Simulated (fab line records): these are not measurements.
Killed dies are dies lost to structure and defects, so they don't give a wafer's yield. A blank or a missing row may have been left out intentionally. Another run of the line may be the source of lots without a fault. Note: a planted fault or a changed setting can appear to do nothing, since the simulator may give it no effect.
Chamber matching :: flow n5-finfet :: N5_BEOL_M2_ETCH_64 on rie-diel-04: 4 sister chambers
The step etches SOC in N2/H2, target depth 75 nm, overetch 22.5 nm, time 121.9 s. 14 wafers are shown with their chamber, then 7 later ones without.

## WAFERS PAIRED WITH THEIR CHAMBERS
wafer: L185.1
chamber: 3
drypump-motor-current-A (A): 5.5
throttle-valve-pct (%): 17.60
showerhead-plenum-p-Torr (Torr): 2.56

wafer: L185.2
chamber: 1
drypump-motor-current-A (A): 5.4
throttle-valve-pct (%): 18.08
showerhead-plenum-p-Torr (Torr): 2.46

wafer: L185.3
chamber: 2
drypump-motor-current-A (A): 4.7
throttle-valve-pct (%): 17.51
showerhead-plenum-p-Torr (Torr): 2.59

wafer: L187.4
chamber: 1
drypump-motor-current-A (A): 5.4
throttle-valve-pct (%): 18.07
showerhead-plenum-p-Torr (Torr): 2.46

wafer: L187.5
chamber: 3
drypump-motor-current-A (A): 5.5
throttle-valve-pct (%): 17.59
showerhead-plenum-p-Torr (Torr): 2.56

wafer: L187.6
chamber: 0
drypump-motor-current-A (A): 6.1
throttle-valve-pct (%): 17.62
showerhead-plenum-p-Torr (Torr): 2.47

wafer: L188.3
chamber: 3
drypump-motor-current-A (A): 5.5
throttle-valve-pct (%): 17.59
showerhead-plenum-p-Torr (Torr): 2.56

wafer: L188.4
chamber: 1
drypump-motor-current-A (A): 5.4
throttle-valve-pct (%): 18.08
showerhead-plenum-p-Torr (Torr): 2.46

wafer: L188.6
chamber: 0
drypump-motor-current-A (A): 6.1
throttle-valve-pct (%): 17.63
showerhead-plenum-p-Torr (Torr): 2.47

wafer: L198.2
chamber: 1
drypump-motor-current-A (A): 5.4
throttle-valve-pct (%): 18.11
showerhead-plenum-p-Torr (Torr): 2.45

wafer: L198.4
chamber: 0
drypump-motor-current-A (A): 6.1
throttle-valve-pct (%): 17.67
showerhead-plenum-p-Torr (Torr): 2.46

wafer: L198.5
chamber: 2
drypump-motor-current-A (A): 4.8
throttle-valve-pct (%): 17.55
showerhead-plenum-p-Torr (Torr): 2.58

wafer: L199.3
chamber: 3
drypump-motor-current-A (A): 5.5
throttle-valve-pct (%): 17.63
showerhead-plenum-p-Torr (Torr): 2.55

wafer: L199.4
chamber: 2
drypump-motor-current-A (A): 4.7
throttle-valve-pct (%): 17.57
showerhead-plenum-p-Torr (Torr): 2.57

SIGNATURES (means of the wafers above)
reading: drypump-motor-current-A
chamber 0: 6.100
chamber 1: 5.400
chamber 2: 4.733
chamber 3: 5.500
scatter within a chamber: 0.0258

reading: throttle-valve-pct
chamber 0: 17.6400
chamber 1: 18.0850
chamber 2: 17.5433
chamber 3: 17.6025
scatter within a chamber: 0.0229

reading: showerhead-plenum-p-Torr
chamber 0: 2.4667
chamber 1: 2.4575
chamber 2: 2.5800
chamber 3: 2.5575
scatter within a chamber: 0.00645
Rule: for a wafer and a chamber, the distance is found by dividing, reading by reading, the gap between the wafer's reading and the chamber's mean by the reading's scatter, squaring, summing and taking the root. If the next closest chamber is less than 2 further off than the closest, the wafer can't be placed; otherwise it belongs to the closest. The scatter: the root of (the sum of the squares of (reading less its chamber's mean) over the shown wafers, divided by (wafers less chambers)).

## WAFERS WITH NO CHAMBER GIVEN
wafer: L199.5
drypump-motor-current-A (A): 6.1
throttle-valve-pct (%): 17.69
showerhead-plenum-p-Torr (Torr): 2.46

wafer: L200.2
drypump-motor-current-A (A): 6.2
throttle-valve-pct (%): 17.68
showerhead-plenum-p-Torr (Torr): 2.46

wafer: L200.3
drypump-motor-current-A (A): 5.5
throttle-valve-pct (%): 17.64
showerhead-plenum-p-Torr (Torr): 2.55

wafer: L200.5
drypump-motor-current-A (A): 5.5
throttle-valve-pct (%): 17.64
showerhead-plenum-p-Torr (Torr): 2.55

wafer: L202.2
drypump-motor-current-A (A): 6.1
throttle-valve-pct (%): 17.69
showerhead-plenum-p-Torr (Torr): 2.46

wafer: L202.3
drypump-motor-current-A (A): 5.4
throttle-valve-pct (%): 18.13
showerhead-plenum-p-Torr (Torr): 2.45

wafer: L202.5
drypump-motor-current-A (A): 4.7
throttle-valve-pct (%): 17.57
showerhead-plenum-p-Torr (Torr): 2.57

## WHICH CHAMBER EACH ONE RAN IN
wafer: L199.5
from the rows above: 0
in truth: 0

wafer: L200.2
from the rows above: 0
in truth: 0

wafer: L200.3
from the rows above: 3
in truth: 3

wafer: L200.5
from the rows above: 3
in truth: 3

wafer: L202.2
from the rows above: 0
in truth: 0

wafer: L202.3
from the rows above: 1
in truth: 1

wafer: L202.5
from the rows above: 2
in truth: 2
7 of 7 placed correctly. From these rows, 0 cannot be placed. Number placed wrongly: 0.
